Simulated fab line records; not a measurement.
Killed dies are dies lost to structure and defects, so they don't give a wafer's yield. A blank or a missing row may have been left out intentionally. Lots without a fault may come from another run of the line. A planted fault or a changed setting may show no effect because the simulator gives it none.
Problem report in the 8D (eight disciplines) form, filled by code	flow n5 finfet	the parts of the form that need people (team, actions taken, sign-off) are left out

== 1. WHAT IS WRONG ==
run length s at N5_PASSIVATION_PECVD_53 reads a mean of 202.4 s on 6 wafers of 2 lots; wafers without a fault read 197.2 s with a standard deviation of 0.43. Relative to the usual mean, that is a shift of +12 standard deviations.
The step: deposits SiO2 from TEOS/O2, target thk 800 nm, time 169.4 s.
The first sign was on wafer L850.2 at day 14 16:41, on pecvd-02. The record holds 18 wafers of 6 lots with a number at this step. Rule for "out" (also "out of limits"): further than 4 standard deviations from the usual mean. All remaining wafers that have a number are taken as sound.

== 2. WHAT IT IS, AND WHAT IT ISN'T ==
question	is	is not
which readings at this step	run length s	-
which lots	L850, L852	L842, L853, L856, L862
which wafers of those lots	all that have a number	-
read on which tools	pecvd-02	pecvd-01, pecvd-04
when	from day 14 16:41	up to then (3 sound wafers); but 9 sound wafers of L853, L856, L862 came after

== 3. SUSPECTS, AND WHAT RULES EACH OUT ==
Counting: a tool at any process step up to the reading remains a suspect when it ran all the lots that are out and ran no sound lot after the first of those.
- rie diel-06 at N5_PASSIVATION_DESCUM_32 (chemistry O2, time 7.9 s): ruled out as a lasting fault. Following L850 (day 14 15:35), the first lot on it that is out, the sound lots L856, L862 were run on it.
- rie metal-01 at N5_PASSIVATION_AL_ETCH_33 (etches Al in Cl2/BCl3, stops on TaN, target depth 2800 nm, time 466.7 s): kept. It ran every lot that is out, first L850 (day 14 15:40), and no sound lot after that.
- rie metal-01 at N5_PASSIVATION_ETCH_59 (etches TaN in Cl2/BCl3, target depth 65 nm, time 34.9 s): kept. It ran every lot that is out, first L850 (day 14 16:04), and no sound lot after that.
- rie diel-02 at N5_PASSIVATION_STRIP_34 (strips in O2): ruled out as a lasting fault. Following L850 (day 14 16:11), the first lot on it that is out, the sound lots L862 were run on it.
- pecvd-02 at N5_PASSIVATION_PECVD_53 (deposits SiO2 from TEOS/O2, target thk 800 nm, time 169.4 s): kept. It ran every lot that is out, first L850 (day 14 16:41), and no sound lot after that. Out on those wafers are its own readings of run length s.
The count leaves rie metal-01 at N5_PASSIVATION_AL_ETCH_33, rie metal-01 at N5_PASSIVATION_ETCH_59, and pecvd-02 at N5_PASSIVATION_PECVD_53.

== 4. THE CAUSE (what the simulator had put in) ==
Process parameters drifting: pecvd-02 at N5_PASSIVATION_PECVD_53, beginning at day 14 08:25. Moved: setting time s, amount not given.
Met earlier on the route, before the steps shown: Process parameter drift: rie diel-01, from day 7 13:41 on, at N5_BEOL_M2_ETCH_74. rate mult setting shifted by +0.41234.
After counting, 3 suspects remain, this tool included.

== 5. THE CHAIN OF EFFECTS, in route order ==
Each row: a reading whose mean over the struck wafers that have a number lies more than 3 standard deviations from the usual. Only readings whose record carries a usual standard deviation are examined. hours: median over the lots of the time between each lot's start at the first step of this table that gives one and its start at this step. sigmas: the change, counted in usual standard deviations.
hours	step	reading	usual	on struck wafers	change	sigmas
0	N5_PASSIVATION_PECVD_53	run length s	197.2 s	202.4	+5.2	+12
Its process steps:
- N5_PASSIVATION_PECVD_53: deposits SiO2 from TEOS/O2, target thk 800 nm, time 169.4 s.

== 6. HOW IT WOULD HAVE BEEN CAUGHT EARLIER ==
In this record no reading fell out of limits until day 14 16:41, 8 hours after the fault had begun at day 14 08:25.
